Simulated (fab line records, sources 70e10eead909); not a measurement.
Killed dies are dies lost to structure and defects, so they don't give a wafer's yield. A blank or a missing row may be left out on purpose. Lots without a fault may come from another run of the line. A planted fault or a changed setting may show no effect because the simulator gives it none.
Which tool did it? | flow nand_harc | 12 lots, 36 wafers sampled, at 6 steps of a route of 1302

WHAT THE GAUGES READ, wafer by wafer
NHARC_P_M1_OVL_MEAS_10: pitch 260 nm.
lot  | measured     | on         | overlay_x_nm (nm) | overlay_y_nm (nm)
L111 | day 6 06:41  | overlay-02 | 1.0 2.2 1.0       | 0.9 0.9 0.8
L112 | day 7 00:14  | overlay-01 | 0.1 0.3 0.1       | 0.4 1.0 0.4
L113 | day 7 10:01  | overlay-01 | 0.4 1.0 0.6       | 0.9 0.6 1.3
L114 | day 7 12:36  | overlay-01 | 0.5 -0.2 0.5      | -0.3 -1.1 -0.7
L115 | day 7 19:07  | overlay-02 | -0.1 0.6 0.7      | 0.0 0.3 -0.5
L116 | day 8 09:21  | overlay-02 | -1.1 -0.9 -1.2    | -1.9 -1.5 -1.2
L121 | day 10 06:23 | overlay-01 | 0.7 0.2 0.0       | 0.0 -0.1 -0.5
L122 | day 10 18:34 | overlay-01 | -0.2 0.3 -0.2     | 0.8 0.6 0.8
L123 | day 11 03:53 | overlay-02 | 1.9 1.8 1.5       | 0.9 1.0 0.7
L125 | day 12 12:01 | overlay-01 | -1.3 -1.3 -0.7    | -0.6 -1.2 -1.2
L127 | day 13 08:31 | overlay-01 | 1.2 1.3 0.8       | -1.2 -1.1 -1.0
L129 | day 13 21:25 | overlay-02 | -0.2 0.3 0.2      | 0.5 0.8 0.8

NHARC_P_M1_INSPECT_11.
lot  | measured     | on                | raw_defect_count
L111 | day 6 06:43  | defect_inspect-02 | 3 6 5
L112 | day 7 00:16  | defect_inspect-02 | 1 2 6
L113 | day 7 10:03  | defect_inspect-02 | 1 4 3
L114 | day 7 12:38  | defect_inspect-02 | 4 7 8
L115 | day 7 19:09  | defect_inspect-01 | 5 4 4
L116 | day 8 09:23  | defect_inspect-02 | 2 2 4
L121 | day 10 06:25 | defect_inspect-02 | 1 3 2
L122 | day 10 18:36 | defect_inspect-02 | 5 4 5
L123 | day 11 03:55 | defect_inspect-02 | 2 2 4
L125 | day 12 12:04 | defect_inspect-02 | 4 1 4
L127 | day 13 08:34 | defect_inspect-01 | 4 4 2
L129 | day 13 21:27 | defect_inspect-01 | 1247 1355 4

NHARC_END_SORT_01.
lot  | measured     | on        | defect_limited_yield (%) | killed_at_array | killed_at_other | killed_at_periphery | killed_dies | killed_open | killed_short
L129 | day 32 20:53 | prober-01 | 80.1 82.7 94.7           | 30 18 32        | 2 1 1           | 103 98 3            | 135 117 36  | 6 3 4       | 5 2 6

WHICH TOOL RAN EACH LOT (tool, then ch and the chambers of the sampled wafers, then the start)
lot  | NHARC_P_M0_DEGAS_28          | NHARC_P_M0_DEP_32               | NHARC_P_M1_DEP_00
L111 | pvd_sputter-01, day 6 03:39  | pecvd-02 ch 0,1, day 6 05:23    | pecvd-01 ch 0,1,2, day 6 05:46
L112 | pvd_sputter-01, day 6 21:19  | pecvd-02 ch 0,1,2, day 6 23:02  | pecvd-01 ch 0,2, day 6 23:26
L113 | pvd_sputter-01, day 7 07:06  | pecvd-03 ch 0,1, day 7 08:53    | pecvd-01 ch 0,1, day 7 09:19
L114 | pvd_sputter-03, day 7 09:40  | pecvd-03 ch 0,1,2, day 7 11:24  | pecvd-02 ch 0,1,2, day 7 11:49
L115 | pvd_sputter-01, day 7 15:25  | pecvd-01 ch 0,1,2, day 7 17:54  | pecvd-03 ch 0,1,2, day 7 18:19
L116 | pvd_sputter-01, day 8 06:26  | pecvd-01 ch 0,1,2, day 8 08:11  | pecvd-02 ch 0,2, day 8 08:36
L121 | pvd_sputter-01, day 10 03:19 | pecvd-01 ch 0,1, day 10 05:02   | pecvd-03 ch 0,1,2, day 10 05:30
L122 | pvd_sputter-02, day 10 15:34 | pecvd-03 ch 0,1,2, day 10 17:15 | pecvd-03 ch 0,1,2, day 10 17:44
L123 | pvd_sputter-02, day 11 00:49 | pecvd-01 ch 0,2, day 11 02:38   | pecvd-02 ch 0,2, day 11 02:58
L125 | pvd_sputter-03, day 12 08:38 | pecvd-02 ch 0,1,2, day 12 10:40 | pecvd-03 ch 0,1,2, day 12 11:04
L127 | pvd_sputter-01, day 13 05:22 | pecvd-02 ch 0,2, day 13 07:04   | pecvd-01 ch 1, day 13 07:28
L129 | pvd_sputter-01, day 13 18:11 | pecvd-02 ch 0,1,2, day 13 20:12 | pecvd-03 ch 1,2, day 13 20:40
- NHARC_P_M0_DEGAS_28: time 60 s.
- NHARC_P_M0_DEP_32: deposits SiCN, target thk 30 nm.
- NHARC_P_M1_DEP_00: deposits SiOC, target thk 182.5 nm.

WHAT THE TOOLS THEMSELVES READ (means of the sampled wafers that have a number; where no wafer has one, the mark that the record gives instead)
NHARC_P_M0_DEGAS_28.
lot  | tool           | heater_power_w (W) | susceptor_temp_C (C)
L111 | pvd_sputter-01 | 303                | 250.00
L112 | pvd_sputter-01 | 312                | 249.93
L113 | pvd_sputter-01 | 325                | -
L114 | pvd_sputter-03 | 322                | 249.92
L115 | pvd_sputter-01 | 325                | 249.85
L116 | pvd_sputter-01 | 319                | 249.85
L121 | pvd_sputter-01 | 309                | 250.11
L122 | pvd_sputter-02 | 332                | 249.93
L123 | pvd_sputter-02 | 327                | -
L125 | pvd_sputter-03 | 329                | 250.18
L127 | pvd_sputter-01 | 292                | 250.03
L129 | pvd_sputter-01 | 291                | 250.04

NHARC_P_M0_DEP_32.
lot  | tool     | heater_power_w (W) | rf_fwd_power_W (W) | susceptor_temp_C (C)
L111 | pecvd-02 | 620                | 450.2              | 370.13
L112 | pecvd-02 | 590                | 449.0              | 370.15
L113 | pecvd-03 | 511                | 448.0              | 370.02
L114 | pecvd-03 | 634                | 449.0              | 369.85
L115 | pecvd-01 | 528                | 449.5              | 369.92
L116 | pecvd-01 | 565                | 449.2              | 369.93
L121 | pecvd-01 | 595                | 448.9              | 369.93
L122 | pecvd-03 | 569                | 448.9              | 370.03
L123 | pecvd-01 | 594                | 449.5              | 369.95
L125 | pecvd-02 | 571                | 449.7              | 369.93
L127 | pecvd-02 | 626                | 450.3              | 370.25
L129 | pecvd-02 | 592                | 448.5              | 370.30

NHARC_P_M1_DEP_00.
lot  | tool     | rf_fwd_power_W (W)
L111 | pecvd-01 | 598.9
L112 | pecvd-01 | 597.4
L113 | pecvd-01 | 598.1
L114 | pecvd-02 | 597.9
L115 | pecvd-03 | 598.4
L116 | pecvd-02 | 597.1
L121 | pecvd-03 | 598.7
L122 | pecvd-03 | 596.4
L123 | pecvd-02 | 600.2
L125 | pecvd-03 | 599.2
L127 | pecvd-01 | 598.0
L129 | pecvd-03 | 600.2

THE ANSWER, worked out from the rows above alone
Rule: what is usual is taken from the lots themselves. Put in order of their means at a reading, lots are off if they are a third of the lots or fewer, leave a main group of 4 or more, and stand apart from it by a gap of 3 or more times the standard deviation of the main group's means; of several such gaps the widest counts. A main group whose means are all the same, to the digits that the tables above print for the reading, isn't used. A lot without any number at a reading at which 4 lots or more have one is off too. The other lots that the step has rows for count as sound. The gauges are gone through in route order, then the tools' own readings, and for those a lot's mean is taken as printed above. The first step at which some lot is off is used, and at that step the reading that is off furthest; a lot without a number counts as furthest.
Off: L129, at NHARC_P_M1_INSPECT_11 (raw_defect_count). The main group: mean 3.6, standard deviation 1.2.
A tool fits if, at a process step before that reading, it ran every lot that is off, and no sound lot after the first of them. The gauges at NHARC_P_M1_INSPECT_11 are tried like those tools. Can't be told from this: 4 tools fit, pvd_sputter-01 at NHARC_P_M0_DEGAS_28, pecvd-02 at NHARC_P_M0_DEP_32, pecvd-03 at NHARC_P_M1_DEP_00, defect_inspect-01 at NHARC_P_M1_INSPECT_11.

WHAT THE SIMULATOR HAD PUT IN
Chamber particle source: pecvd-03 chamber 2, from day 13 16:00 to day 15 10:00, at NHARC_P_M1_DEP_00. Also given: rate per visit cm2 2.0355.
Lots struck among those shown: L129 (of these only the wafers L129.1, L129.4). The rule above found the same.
